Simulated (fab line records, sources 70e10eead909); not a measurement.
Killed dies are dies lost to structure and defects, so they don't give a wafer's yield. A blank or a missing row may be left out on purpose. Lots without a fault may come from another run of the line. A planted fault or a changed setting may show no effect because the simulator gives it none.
Chamber matching | flow nand_harc | NHARC_A_BONDPAD_ETCH_12 on rie_diel-02: 3 sister chambers
The step etches the open film in CHF3/O2, target depth 220 nm, time 110 s. 14 wafers are shown with their chamber, then 4 later ones without.

WAFERS WITH THEIR CHAMBER
wafer  | chamber | showerhead_plenum_p_Torr (Torr) | drypump_motor_current_A (A) | rf_vpp_V (V)
L652.2 | 0       | 2.52                            | 6.1                         | 371.3
L652.3 | 3       | 2.25                            | 6.6                         | 367.4
L652.6 | 3       | 2.25                            | 6.6                         | 366.7
L651.2 | 0       | 2.52                            | 6.2                         | 371.9
L651.5 | 3       | 2.25                            | 6.6                         | 367.2
L651.6 | 2       | 2.39                            | 6.5                         | 371.0
L653.1 | 0       | 2.52                            | 6.2                         | 372.6
L653.3 | 3       | 2.25                            | 6.6                         | 367.0
L653.6 | 2       | 2.38                            | 6.4                         | 369.1
L656.2 | 3       | 2.25                            | 6.6                         | 366.7
L656.3 | 2       | 2.38                            | 6.4                         | 368.5
L656.4 | 0       | 2.52                            | 6.2                         | 372.6
L670.1 | 3       | 2.24                            | 6.6                         | 367.3
L670.2 | 2       | 2.38                            | 6.4                         | 369.4

SIGNATURES (means of the wafers above)
reading                  | chamber 0 | chamber 2 | chamber 3 | scatter within a chamber
showerhead_plenum_p_Torr | 2.5200    | 2.3825    | 2.2483    | 0.00379
drypump_motor_current_A  | 6.175     | 6.425     | 6.600     | 0.0369
rf_vpp_V                 | 372.100   | 369.500   | 367.050   | 0.678
Rule: a wafer's distance from a chamber is the root of the sum, over the readings, of the square of ((its reading less the chamber's mean) divided by the reading's scatter). The wafer belongs to the nearest chamber; if the next one is less than 2 further off, it can't be placed. The scatter: the root of (the sum of the squares of (reading less its chamber's mean) over the shown wafers, divided by (wafers less chambers)).

WAFERS WITHOUT THEIR CHAMBER
wafer  | showerhead_plenum_p_Torr (Torr) | drypump_motor_current_A (A) | rf_vpp_V (V)
L672.1 | 2.24                            | 6.6                         | 367.7
L672.2 | 2.38                            | 6.4                         | 372.1
L671.5 | 2.24                            | 6.6                         | 368.0
L671.6 | 2.38                            | 6.5                         | 369.7

WHICH CHAMBER EACH WENT THROUGH
wafer  | from the rows above | in truth
L672.1 | 3                   | 3
L672.2 | 2                   | 2
L671.5 | 3                   | 3
L671.6 | 2                   | 2
Placed correctly: 4 of 4. Can't be placed from these rows: 0. Placed wrongly: 0.
